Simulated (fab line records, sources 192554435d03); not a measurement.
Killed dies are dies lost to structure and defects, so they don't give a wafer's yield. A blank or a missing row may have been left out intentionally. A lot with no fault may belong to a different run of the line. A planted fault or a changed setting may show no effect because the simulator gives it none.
Chamber matching | flow n5_finfet | N5_MOL_CONTACT_COAG_ETCH_89 on rie_diel-05 has 4 sister chambers
The step etches underlayer in N2/H2, target depth 13 nm, time 10.4 s. 24 wafers are shown with their chamber, then 12 later ones without.

## EACH WAFER AND ITS CHAMBER
wafer  | chamber | showerhead_plenum_p_Torr (Torr) | throttle_valve_pct (%) | oes_product_au (a.u.)
L075.3 | 1       | 2.61                            | 17.7                   | 0.64
L075.5 | 3       | 2.39                            | 17.9                   | 0.58
L075.6 | 2       | 2.65                            | 18.3                   | 0.61
L077.2 | 0       | 2.65                            | 18.3                   | 0.67
L077.4 | 3       | 2.39                            | 17.9                   | 0.58
L077.6 | 2       | 2.65                            | 18.3                   | 0.61
L079.2 | 0       | 2.64                            | 18.3                   | 0.67
L079.3 | 3       | 2.39                            | 17.9                   | 0.58
L079.4 | 1       | 2.61                            | 17.7                   | 0.64
L081.1 | 0       | 2.64                            | 18.3                   | 0.66
L081.4 | 0       | 2.64                            | 18.3                   | 0.66
L081.6 | 3       | 2.39                            | 17.9                   | 0.58
L082.2 | 3       | 2.38                            | 17.9                   | 0.57
L082.5 | 1       | 2.61                            | 17.7                   | 0.63
L082.6 | 0       | 2.64                            | 18.3                   | 0.66
L083.3 | 1       | 2.61                            | 17.7                   | 0.63
L083.4 | 3       | 2.38                            | 17.9                   | 0.57
L083.5 | 0       | 2.64                            | 18.3                   | 0.66
L088.1 | 1       | 2.60                            | 17.7                   | 0.63
L088.2 | 0       | 2.64                            | 18.3                   | 0.66
L088.3 | 2       | 2.64                            | 18.4                   | 0.61
L090.2 | 0       | 2.63                            | 18.3                   | 0.65
L090.3 | 2       | 2.64                            | 18.4                   | 0.61
L090.6 | 0       | 2.63                            | 18.3                   | 0.65

SIGNATURES (averages over the wafers above)
reading                  | chamber 0 | chamber 1 | chamber 2 | chamber 3 | scatter within a chamber
showerhead_plenum_p_Torr | 2.6389    | 2.6080    | 2.6450    | 2.3867    | 0.00549
throttle_valve_pct       | 18.300    | 17.700    | 18.350    | 17.900    | 0.0224
oes_product_au           | 0.6600    | 0.6340    | 0.6100    | 0.5767    | 0.00572
Rule: for a wafer and a chamber, the distance is found by dividing, reading by reading, the gap between the wafer's reading and the chamber's mean by the reading's scatter, squaring, summing and taking the root. If the next closest chamber is less than 2 further off than the closest, the wafer can't be placed; otherwise it belongs to the closest. The scatter: the root of (the sum of the squares of (reading less its chamber's mean) over the shown wafers, divided by (wafers less chambers)).

## WAFERS WITHOUT THEIR CHAMBER
wafer  | showerhead_plenum_p_Torr (Torr) | throttle_valve_pct (%) | oes_product_au (a.u.)
L092.2 | 2.64                            | 18.4                   | 0.60
L092.3 | 2.70                            | 17.5                   | 0.86
L092.4 | 2.60                            | 17.7                   | 0.62
L093.1 | 2.70                            | 17.5                   | 0.86
L093.2 | 2.64                            | 18.4                   | 0.59
L093.5 | 2.64                            | 18.4                   | 0.59
L095.1 | 2.59                            | 17.8                   | 0.62
L095.3 | 2.63                            | 18.4                   | 0.60
L095.4 | 2.70                            | 17.5                   | 0.85
L097.2 | 2.59                            | 17.8                   | 0.62
L097.4 | 2.69                            | 17.5                   | 0.82
L097.5 | 2.63                            | 18.3                   | 0.64

## WHICH CHAMBER EACH WENT THROUGH
wafer  | from the rows above | in truth
L092.2 | 2                   | 2
L092.3 | 1                   | 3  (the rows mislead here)
L092.4 | 1                   | 1
L093.1 | 1                   | 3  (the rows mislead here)
L093.2 | 2                   | 2
L093.5 | 2                   | 2
L095.1 | 1                   | 1
L095.3 | 2                   | 2
L095.4 | 1                   | 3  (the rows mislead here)
L097.2 | 1                   | 1
L097.4 | 1                   | 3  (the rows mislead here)
L097.5 | 0                   | 0
Placed correctly: 8 of 12. Can't be placed from these rows: 0. Placed wrongly: 4.
